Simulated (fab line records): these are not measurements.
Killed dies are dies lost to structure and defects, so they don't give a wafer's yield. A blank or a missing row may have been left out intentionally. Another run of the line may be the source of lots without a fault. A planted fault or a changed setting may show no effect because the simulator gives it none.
Comparing a struck lot with a sound one	flow nandHarc	6 steps out of a route of 1159
Sound: these wafers, L551.1, L551.2, L551.4. Wafers L560.2, L560.3, L560.5 were the ones struck. The cause is named last.
At each step with rows: each side's tool, then ch and its chambers, then its first start. Under that, the readings that differ: sound wafers	struck wafers	difference of the means	sigmas: that difference in standard deviations of wafers without a fault.
alike: readings whose means differ by less than 2 such deviations, and words and numbers that are the same on both sides. not compared: withheld readings, readings that some wafer has no value for, bounds like >300 that may hide the same value, and numbers for which the record gives no deviation and whose values overlap.
The two part at a step that has a row with sigmas, a row that says differs or no value, or rows on one side only. Non-overlapping numbers with no deviation appear without sigmas and do not part them. A reading missing from all wafers of one side parts the sides only when that side holds two or more wafers.

NHARC_P_START_INSPECT_01:
  sound: defectInspect-02 at day 2 12:02; struck: defectInspect-01 at day 4 18:02
  alike: rawDefectCount
then, 2 steps without rows for these wafers: NHARC_P_ZERO_WELL_PRECLEAN_00 (cleans in SPM, time 600 s); NHARC_P_ZERO_WELL_SRD_01.
NHARC_P_ZERO_WELL_PECVD_02: deposits SiO2, target thk 10 nm.
  sound on pecvd-02 ch 0,2, day 2 12:26; struck on pecvd-04 ch 0,1, day 4 19:44
then, 1 step without rows for these wafers: NHARC_P_ZERO_WELL_DEHYDRATE_03 (time 120 s).
NHARC_END_SORT_01:
  the record has rows for the sound wafers here (prober-01 ch 0, day 19 22:28) and none for the struck ones

WHERE THEY PART
Only at NHARC_END_SORT_01, as far as this record shows.

WHY: what the simulator had put in
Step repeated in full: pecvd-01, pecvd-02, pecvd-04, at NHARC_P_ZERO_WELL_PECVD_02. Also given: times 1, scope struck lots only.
